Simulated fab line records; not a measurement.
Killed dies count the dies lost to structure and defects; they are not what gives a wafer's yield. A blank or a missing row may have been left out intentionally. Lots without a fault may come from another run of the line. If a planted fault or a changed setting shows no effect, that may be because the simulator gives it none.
fab line records | flow n5_finfet
[record] lots = 5 wafers = 14 last_day = 18
route steps=1938 shown DUMMY_GATE@247 SPACER0@258 PASSIVATION@1936
lots with no fault: from the same line, run without faults
start_h: the number of hours between the record's first day and the start of the first shown wafer of the lot | wait_h: time in hours since the lot's previous step | " same as the row above | L1.1+2: several wafers, shown together as one row | - no value, or no start was given | * or withheld: withheld | < > ~ a bound
route shown NAME@n: a module of which the file shows steps, and the number in the route of the first | usual: average and standard deviation across the fault-free wafers | same: alike in all rows | chamber/n: place in a boat | sites: the reading at each site | _std_site: the values' standard deviation | _edge_site: the outer-site mean with the inner-site mean subtracted | radius_mm: how far each site lies from the wafer's centre | mask NAME#n: copy n | behind: the tool/chamber that last shaped the wafer | hold: cause of the lot's hold/its duration in hours/its outcome | device: names the non-switching transistor (n, p or np) | end of line: tests of these same wafers at the route's end | a step without rows: its recipe alone | killed: dies lost to structure and defects at the first sort, not the wafer's yield | map: per-die view of a wafer (x killed, . not killed, _ where there is no die)
set.NAME: the setting that was run; set.NAME@STEP: the one run at that earlier step | model.NAME: the simulator's own value behind a step, which no gauge read
a table for each step, a row for each wafer; lots at some steps of the route
services: when a tool's chamber went out of use (start_h, in hours from the record's first day, below 0 if earlier), for how many hours, and the reason
[[steps]]
[step N5_DUMMY_GATE_ETCH_23]
[recipe] chemistry = HBr/Cl2/O2 HBr_flow_sccm = 150 Cl2_flow_sccm = 80 O2_flow_sccm = 12 bias_w = 102 target_depth_a = 410 time_s = 22.3 target = poly-Si mask_material = SiO2 pressure_mtorr = 10 icp_w = 800
[usual] drypump_motor_current_A = 5.7/0.57 oes_product_au = 1.004/0.018 throttle_valve_pct = 37.19/0.28
// columns lot.wafer tool chamber start_h wait_h drypump_motor_current_A oes_product_au rf_hours_counter_h throttle_valve_pct
L994.1 rie_si-06 1 83.91 0.0 5.1 1.016 13 37.36
L994.2 " 0 " " 5.2 0.982 1 37.43
L994.6 " 2 " " 4.9 1.012 - 36.91
L997.1 rie_si-06 2 100.39 0.0 4.9 1.007 100 36.89
L997.3 " 1 " " 5.0 1.023 13 37.36
L997.4 " 3 " " 6.4 0.973 161 37.00
L100.2 rie_si-06 3 121.16 0.0 6.3 0.972 161 37.01
L100.4 " 0 " " 5.2 0.992 1 37.41
L100.6 " 2 " " 4.9 1.003 - 36.90
L105.1 rie_si-01 2 151.73 0.0 6.3 0.998 174 36.97
L105.5 " 1 " " 5.2 1.020 - 37.60
L110.1 rie_si-01 0 178.15 0.0 6.3 1.023 184 37.26
L110.3 " 1 " " 5.2 1.012 50 37.59
L110.5 " 1 " " 5.2 1.006 - 37.59
[step N5_DUMMY_GATE_ETCH_44]
[recipe] chemistry = HBr/O2 over_etch_frac = 0.7 target_depth_a = 1275 stop_on = SiO2 ion_energy_ev = 60 bias_w = 20 target = poly-Si mask_material = SiO2 pressure_mtorr = 20 icp_w = 400 HBr_flow_sccm = 120 O2_flow_sccm = 10
[step N5_DUMMY_GATE_CD_MEAS_24]
[recipe] target_cd_nm = 15
[usual] cd_nm = 15.1/0.4
// columns lot.wafer tool chamber start_h wait_h cd_nm
L994.1 cd_sem-02 - 84.07 0.1 15.2
L994.2 " - " " 14.8
L994.6 " - " " 14.7
L997.1 cd_sem-03 - 100.56 0.1 14.9
L997.3 " - " " 15.2
L997.4 " - " " 14.9
L100.2 cd_sem-02 - 121.33 0.1 14.6
L100.4 " - " " 14.2
L100.6 " - " " 15.1
L105.1 cd_sem-01 - 151.90 0.1 14.9
L105.5 " - " " 14.7
L110.1 cd_sem-03 - 178.31 0.1 14.8
L110.3 " - " " 14.8
L110.5 " - " " 14.8
[step N5_DUMMY_GATE_ETCH_42]
[recipe] chemistry = CHF3/O2 target = SiO2 target_depth_a = 35 time_s = 31 ion_energy_ev = 30 bias_w = 12 pressure_mtorr = 30 source_w = 600 Ar_flow_sccm = 200 CHF3_flow_sccm = 50 O2_flow_sccm = 5
[usual] drypump_motor_current_A = 5.7/0.57 oes_product_au = 0.80/0.1 rf_vpp_V = 42.6/0.98 showerhead_plenum_p_Torr = 2.41/0.067 throttle_valve_pct = 18.77/0.29
// columns lot.wafer tool chamber start_h wait_h drypump_motor_current_A oes_product_au rf_hours_counter_h rf_vpp_V showerhead_plenum_p_Torr throttle_valve_pct
L994.1 rie_diel-04 0 84.12 0.0 5.7 0.69 216 41.7 2.48 19.32
L994.2 " 1 " " 6.5 0.81 78 42.7 2.45 18.82
L994.6 " 1 " " 6.5 0.82 - 42.5 2.45 18.81
L997.1 rie_diel-01 3 100.66 0.1 6.4 0.93 29 42.5 2.38 18.65
L997.3 " 2 " " 6.1 0.68 248 43.2 2.36 18.70
L997.4 " 0 " " 4.7 0.95 17 41.5 2.46 18.56
L100.2 rie_diel-03 0 121.55 0.2 5.1 0.88 48 41.9 2.44 18.28
L100.4 " 1 " " 5.3 0.78 156 43.3 2.43 18.69
L100.6 " 2 " " 5.5 0.71 - 42.1 2.30 18.99
L105.1 rie_diel-03 0 151.97 0.1 5.0 0.86 59 40.5 2.44 18.30
L105.5 " 0 " " 5.0 0.86 - 43.4 2.44 18.31
L110.1 rie_diel-03 2 178.36 0.0 5.5 0.69 224 42.8 2.29 19.03
L110.3 " 1 " " 5.3 0.76 170 43.3 2.42 18.73
L110.5 " 3 " " 6.3 0.71 - 44.2 2.50 18.82
[step N5_DUMMY_GATE_STRIP_48]
[recipe] chemistry = N2/H2 time_s = 20 power_w = 100 temp_c = 40 pressure_mtorr = 100 rf_frequency_hz = 6e+07 bias_power_w = 3 n2_flow_sccm = 300 h2_flow_sccm = 300
[usual] drypump_motor_current_A = 5.7/0.57 oes_product_au = 0.80/0.1 rf_vpp_V = 45.2/0.9 showerhead_plenum_p_Torr = 3.37/0.09 temp_c = 39.99/0.11 throttle_valve_pct = 12.2/0.32
// columns lot.wafer tool chamber start_h wait_h drypump_motor_current_A oes_product_au rf_hours_counter_h rf_vpp_V showerhead_plenum_p_Torr temp_c throttle_valve_pct
L994.1 rie_diel-04 0 84.17 0.0 5.7 0.69 216 44.6 3.49 39.87 12.8
L994.2 " 1 " " 6.5 0.83 78 46.1 3.40 39.99 12.1
L994.6 " 1 " " 6.5 0.83 - 44.0 3.40 40.03 12.1
L997.1 rie_diel-01 3 100.71 0.0 6.4 0.92 29 46.1 3.32 39.87 11.9
L997.3 " 2 " " 6.1 0.67 248 44.8 3.35 39.90 12.4
L997.4 " 0 " " 4.7 0.94 17 45.0 3.43 39.95 11.8
L100.2 rie_diel-03 0 121.60 0.0 5.1 0.88 48 46.1 3.43 40.00 11.7
L100.4 " 1 " " 5.3 0.76 156 46.2 3.38 39.99 12.1
L100.6 " 2 " " 5.5 0.70 - 46.0 3.21 40.00 12.4
L105.1 rie_diel-03 0 152.01 0.0 5.0 0.86 59 45.2 3.42 39.93 11.7
L105.5 " 0 " " 5.0 0.86 - 46.2 3.42 40.04 11.7
L110.1 rie_diel-03 2 178.41 0.0 5.5 0.69 224 44.7 3.20 40.19 12.4
L110.3 " 1 " " 5.3 0.75 170 46.2 3.37 40.01 12.1
L110.5 " 3 " " 6.2 0.72 - 46.4 3.48 39.97 12.2
[step N5_DUMMY_GATE_PRECLEAN_33]
[recipe] chemistry = dHF time_s = 10 dilution = 750:1 temp_c = 25
[step N5_DUMMY_GATE_PRECLEAN_25]
[recipe] chemistry = O3/DIW time_s = 45 temp_c = 22 o3_ppm = 10
[step N5_DUMMY_GATE_PRECLEAN_51]
[recipe] chemistry = SC2 time_s = 45 temp_c = 35 mix = 1:1:50
[step N5_DUMMY_GATE_SRD_26]
[recipe] dry = ipa_marangoni time_s = 30 temp_c = 23 rinse_liquid = diw
[step N5_DUMMY_GATE_UV_OZONE_45]
[recipe] time_s = 120 pressure_torr = 760 temp_c = 25
[step N5_DUMMY_GATE_INSPECT_27]
[recipe] inspect_instrument = brightfield mode = aei
[usual] raw_defect_count = 276/68
// columns lot.wafer tool chamber start_h wait_h raw_defect_count
L994.1 defect_inspect-02 - 84.35 0.0 331
L994.2 " - " " 265
L994.6 " - " " 344
L997.1 defect_inspect-02 - 100.90 0.0 398
L997.3 " - " " 359
L997.4 " - " " 238
L100.2 defect_inspect-01 - 121.79 0.0 230
L100.4 " - " " 230
L100.6 " - " " 359
L105.1 defect_inspect-02 - 152.20 0.0 188
L105.5 " - " " 181
L110.1 defect_inspect-02 - 178.60 0.0 278
L110.3 " - " " 286
L110.5 " - " " 235
[step N5_SPACER0_ALD_07]
[recipe] material = SiNx target_thk_a = 20 temp_c = 400 ald_precursor_family = SiH2I2 ald_co_reactant = N2/H2-plasma pressure_torr = 2
[usual] heater_power_w = 873/93
// columns lot.wafer tool chamber start_h wait_h heater_power_w
L994.1 ald_sin-03 2 84.39 0.0 860
L994.2 " 0 " " 1086
L994.6 " 1 " " 784
L997.1 ald_sin-02 2 101.37 0.5 949
L997.3 " 3 " " 773
L997.4 " 0 " " 941
L100.2 ald_sin-04 0 121.82 0.0 745
L100.4 " 3 " " 903
L100.6 " 0 " " 754
L105.1 ald_sin-02 1 152.24 0.0 947
L105.5 " 1 " " 904
L110.1 ald_sin-04 1 179.57 1.0 830
L110.3 " 3 " " 918
L110.5 " 3 " " 923
[step N5_SPACER0_ALD_00]
[recipe] material = SiOCN target_thk_a = 35 temp_c = 400 ald_precursor_family = alkyl-aminosilane ald_co_reactant = O2/N2-plasma pulse_time_s = 3 purge_time_s = 2 co_reactant_purge_time_s = 2 ald_cycles = 58 pressure_torr = 2
[usual] ald_cycles = 58/0 heater_power_w = 872/93 precursor_pulse_height_rel = 1.000/0.019
// columns lot.wafer tool chamber start_h wait_h ald_cycles heater_power_w precursor_pulse_height_rel
L994.1 ald_sin-03 2 84.54 0.1 58 860 1.000
L994.2 " 0 " " 58 1088 0.994
L994.6 " 1 " " 58 777 1.006
L997.1 ald_sin-02 2 101.53 0.1 58 922 1.006
L997.3 " 3 " " 58 774 0.979
L997.4 " 0 " " 58 941 1.028
L100.2 ald_sin-04 0 121.98 0.1 58 758 0.976
L100.4 " 3 " " 58 923 1.013
L100.6 " 0 " " 58 737 0.987
L105.1 ald_sin-02 1 152.39 0.1 62 933 0.994
L105.5 " 1 " " 62 952 0.968
L110.1 ald_sin-04 1 179.72 0.1 58 855 0.990
L110.3 " 3 " " 58 909 0.982
L110.5 " 3 " " 58 920 0.967
[step N5_SPACER0_ALD_08]
[recipe] material = SiNx target_thk_a = 20 temp_c = 400 ald_precursor_family = SiH2I2 ald_co_reactant = N2/H2-plasma pressure_torr = 2
[usual] heater_power_w = 873/96
// columns lot.wafer tool chamber start_h wait_h heater_power_w
L994.1 ald_sin-03 2 84.80 0.1 840
L994.2 " 0 " " 1070
L994.6 " 1 " " 781
L997.1 ald_sin-02 2 101.78 0.1 954
L997.3 " 3 " " 738
L997.4 " 0 " " 932
L100.2 ald_sin-04 0 122.23 0.1 758
L100.4 " 3 " " 963
L100.6 " 0 " " 761
L105.1 ald_sin-02 1 152.65 0.1 944
L105.5 " 1 " " 951
L110.1 ald_sin-04 1 179.98 0.1 847
L110.3 " 3 " " 946
L110.5 " 3 " " 920
[step N5_PASSIVATION_PROBE_49]
[usual] killed_at_M0_to_M3 = 36/10 killed_at_M4_up = 13/5.5 killed_at_contacts = 12/5.6 killed_at_front_end = 42/12 killed_at_other = 4/3.2 killed_dies = 108/18 killed_open = 71/13 killed_short = 34/7.8
[same] gross_dies = 1180 killed_at_back_side = 0
// columns lot.wafer tool chamber start_h wait_h killed_at_M0_to_M3 killed_at_M4_up killed_at_contacts killed_at_front_end killed_at_other killed_dies killed_open killed_short
L997.4 prober-01 - 339.81 0.2 38 11 20 55 2 126 91 35
// killed by level:class
L997.4 FIN_SAQP:geometric_particle:short=16 MOL_CONTACT_COAG:geometric_particle:open=16 STI_FIN_REVEAL:geometric_particle:open=13 FIN_SAQP:geometric_particle:open=10 BEOL_M2:geometric_particle:open=8 BEOL_M0:geometric_particle:open=7 BEOL_M0_SAQP:geometric_particle:open=6 BEOL_M4:geometric_particle:open=6
[[services]]
// columns tool chamber start_h hours kind
rie_diel-01 - 61.20 4.3 pm
rie_diel-03 - 63.79 0.7 repair
rie_si-06 2 69.23 8.5 repair
ald_sin-02 2 81.06 5.4 repair
ald_sin-02 - 86.44 14.0 pm
ald_sin-02 0 86.44 14.0 vent_cycle
ald_sin-02 1 86.44 14.0 vent_cycle
ald_sin-02 3 86.44 14.0 vent_cycle
rie_diel-03 0 86.86 11.8 repair
rie_diel-03 3 95.85 18.6 repair
ald_sin-02 0 100.44 - clean
ald_sin-02 1 100.44 - clean
ald_sin-02 2 100.44 - clean
ald_sin-02 3 100.44 - clean
ald_sin-04 0 101.13 1.9 repair
rie_diel-04 1 129.49 9.0 repair
rie_diel-04 0 130.52 10.4 repair
rie_diel-04 1 139.52 4.0 repair
rie_si-06 - 147.55 3.1 repair
ald_sin-03 - 178.35 14.0 pm
ald_sin-03 0 178.35 14.0 vent_cycle
ald_sin-03 1 178.35 14.0 vent_cycle
ald_sin-03 2 178.35 14.0 vent_cycle
ald_sin-03 3 178.35 14.0 vent_cycle
[[key]]
[first_sign] step = N5_SPACER0_ALD_00 reading = ald_cycles direction = up sigmas = 99+ usual = * struck = *
effect none on later readings
met_at N5_SPACER0_ALD_00
struck_wafers L105.1,L105.5
tester_left_out L105
onset_between 101.53 152.39
[fault] kind = process_parameter_drift tool = ald_sin-02 chamber = - onset_h = 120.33 steps = N5_SPACER0_ALD_00 channel = ald_cycles offset = * shape = step end_h = 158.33 scope = struck_wafers_only acts_in = * stated = *
// tester_left_out: of these lots the tester's yield and bins aren't shown, on N5 and GAA mostly nor the transistor test; their killed dies are dies lost to structure and defects alone, not to doping, threshold or leakage, so they don't give the yield
